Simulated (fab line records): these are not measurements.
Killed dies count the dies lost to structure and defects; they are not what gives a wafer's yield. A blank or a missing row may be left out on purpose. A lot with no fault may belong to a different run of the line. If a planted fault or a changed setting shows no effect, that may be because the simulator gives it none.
What tool caused it? / flow n5 finfet / 11 lots, 33 wafers sampled, at 3 steps of a route of 1938

WHAT EACH GAUGE READ, for each wafer
N5_PASSIVATION_CD_MEAS_30: the cd target is 4000 nm.
lot=L602; measured=day 12 02:34; on=cd sem-01; cd nm (nm)=3998.6 3995.7 3998.0
lot=L603; measured=day 12 19:04; on=cd sem-03; cd nm (nm)=4000.7 4002.2 4001.7
lot=L606; measured=day 13 00:00; on=cd sem-03; cd nm (nm)=3997.1 3996.5 3996.9
lot=L610; measured=day 13 16:52; on=cd sem-02; cd nm (nm)=3996.2 4000.2 4000.0
lot=L613; measured=day 14 12:40; on=cd sem-03; cd nm (nm)=3997.8 4000.4 3998.1
lot=L616; measured=day 15 05:05; on=cd sem-03; cd nm (nm)=4000.3 3999.7 3999.7
lot=L614; measured=day 15 18:00; on=cd sem-03; cd nm (nm)=3999.0 3997.1 3997.7
lot=L617; measured=day 15 18:35; on=cd sem-03; cd nm (nm)=3999.0 4001.0 4000.4
lot=L619; measured=day 16 09:11; on=cd sem-02; cd nm (nm)=3996.8 3998.7 3998.6
lot=L624; measured=day 17 05:57; on=cd sem-01; cd nm (nm)=3998.4 3997.8 4001.3
lot=L625; measured=day 18 09:10; on=cd sem-03; cd nm (nm)=3996.7 3996.4 3996.7

WHAT TOOL EACH LOT RAN ON (gives the tool, then ch and the chambers of the sampled wafers, and finally the start)
lot=L602; N5_BEOL_M13_SPUTTER_43=pvd sputter-03, day 11 00:08; N5_PASSIVATION_SPUTTER_20=pvd sputter-01, day 12 01:59
lot=L603; N5_BEOL_M13_SPUTTER_43=pvd sputter-02, day 11 22:16; N5_PASSIVATION_SPUTTER_20=pvd sputter-01, day 12 18:20
lot=L606; N5_BEOL_M13_SPUTTER_43=pvd sputter-01, day 12 03:07; N5_PASSIVATION_SPUTTER_20=pvd sputter-03, day 12 23:26
lot=L610; N5_BEOL_M13_SPUTTER_43=pvd sputter-01, day 12 19:01; N5_PASSIVATION_SPUTTER_20=pvd sputter-03, day 13 16:11
lot=L613; N5_BEOL_M13_SPUTTER_43=pvd sputter-02, day 13 12:12; N5_PASSIVATION_SPUTTER_20=pvd sputter-01, day 14 11:58
lot=L616; N5_BEOL_M13_SPUTTER_43=pvd sputter-01, day 14 08:07; N5_PASSIVATION_SPUTTER_20=pvd sputter-02, day 15 04:23
lot=L614; N5_BEOL_M13_SPUTTER_43=pvd sputter-02, day 14 14:19; N5_PASSIVATION_SPUTTER_20=pvd sputter-02, day 15 17:18
lot=L617; N5_BEOL_M13_SPUTTER_43=pvd sputter-03, day 14 16:14; N5_PASSIVATION_SPUTTER_20=pvd sputter-02, day 15 17:53
lot=L619; N5_BEOL_M13_SPUTTER_43=pvd sputter-03, day 15 10:03; N5_PASSIVATION_SPUTTER_20=pvd sputter-01, day 16 08:36
lot=L624; N5_BEOL_M13_SPUTTER_43=pvd sputter-03, day 16 06:50; N5_PASSIVATION_SPUTTER_20=pvd sputter-01, day 17 05:23
lot=L625; N5_BEOL_M13_SPUTTER_43=pvd sputter-03, day 17 08:22; N5_PASSIVATION_SPUTTER_20=pvd sputter-02, day 18 08:28
- N5_BEOL_M13_SPUTTER_43: material TaN, target thk 15 nm, time 24.19 s.
- N5_PASSIVATION_SPUTTER_20: material TaN, target thk 50 nm.

THE ANSWER, worked out from the rows above alone
Rule: usual is defined by the lots themselves. Put in order of their means at a reading, lots are off if they are a third of the lots or fewer, leave a main group of 4 or more, and stand apart from it by a gap of 3 or more times the standard deviation of the main group's means; of several such gaps the widest counts. The tables above print the reading to a certain number of digits; a main group whose means all agree to those digits is not used. Also off: a lot with no number at a reading for which 4 or more lots have one. Any other lot the step has rows for is counted as sound.
None of the lots is off at any reading shown; this tells nothing.

WHAT THE SIMULATOR PUT IN
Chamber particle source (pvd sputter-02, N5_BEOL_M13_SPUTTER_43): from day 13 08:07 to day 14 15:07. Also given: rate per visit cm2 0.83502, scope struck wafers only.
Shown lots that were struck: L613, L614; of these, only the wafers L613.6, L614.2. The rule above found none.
